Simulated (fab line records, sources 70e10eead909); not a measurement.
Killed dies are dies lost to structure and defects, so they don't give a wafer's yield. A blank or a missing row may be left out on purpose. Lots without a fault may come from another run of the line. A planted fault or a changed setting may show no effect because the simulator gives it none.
Which tool did it? | flow nand_harc | 6 lots, 18 wafers sampled, at 2 steps of a route of 1302

WHAT THE GAUGES READ, wafer by wafer
NHARC_A_SGD_CUT_INSPECT_25.
lot  | measured     | on                | raw_defect_count
L491 | day 20 07:15 | defect_inspect-01 | 447 426 697
L494 | day 22 00:30 | defect_inspect-01 | 399 468 547
L495 | day 23 01:12 | defect_inspect-02 | 473 480 377
L498 | day 23 10:11 | defect_inspect-02 | 333 283 277
L505 | day 25 16:37 | defect_inspect-02 | 316 521 301
L511 | day 28 15:17 | defect_inspect-01 | 446 463 514

WHICH TOOL RAN EACH LOT (tool, then ch and the chambers of the sampled wafers, then the start)
lot  | NHARC_A_SGD_CUT_ETCH_15
L491 | rie_diel-08 ch 0,1, day 20 07:15 or earlier
L494 | rie_diel-12 ch 0,1,3, day 22 00:30 or earlier
L495 | rie_diel-08 ch 0,1,2, day 23 01:12 or earlier
L498 | rie_diel-08 ch 1,2, day 23 10:11 or earlier
L505 | rie_diel-08 ch 1,2,3, day 25 16:37 or earlier
L511 | rie_diel-13 ch 0,1,3, day 28 15:17 or earlier
- NHARC_A_SGD_CUT_ETCH_15: etches the open film in CH3F/O2, target depth 75 nm, time 64.3 s.

THE ANSWER, worked out from the rows above alone
Rule: what is usual is taken from the lots themselves. Put in order of their means at a reading, lots are off if they are a third of the lots or fewer, leave a main group of 4 or more, and stand apart from it by a gap of 3 or more times the standard deviation of the main group's means; of several such gaps the widest counts. A main group whose means are all the same, to the digits that the tables above print for the reading, isn't used. A lot without any number at a reading at which 4 lots or more have one is off too. The other lots that the step has rows for count as sound.
No lot is off at any reading shown: from this, nothing can be told.

WHAT THE SIMULATOR HAD PUT IN
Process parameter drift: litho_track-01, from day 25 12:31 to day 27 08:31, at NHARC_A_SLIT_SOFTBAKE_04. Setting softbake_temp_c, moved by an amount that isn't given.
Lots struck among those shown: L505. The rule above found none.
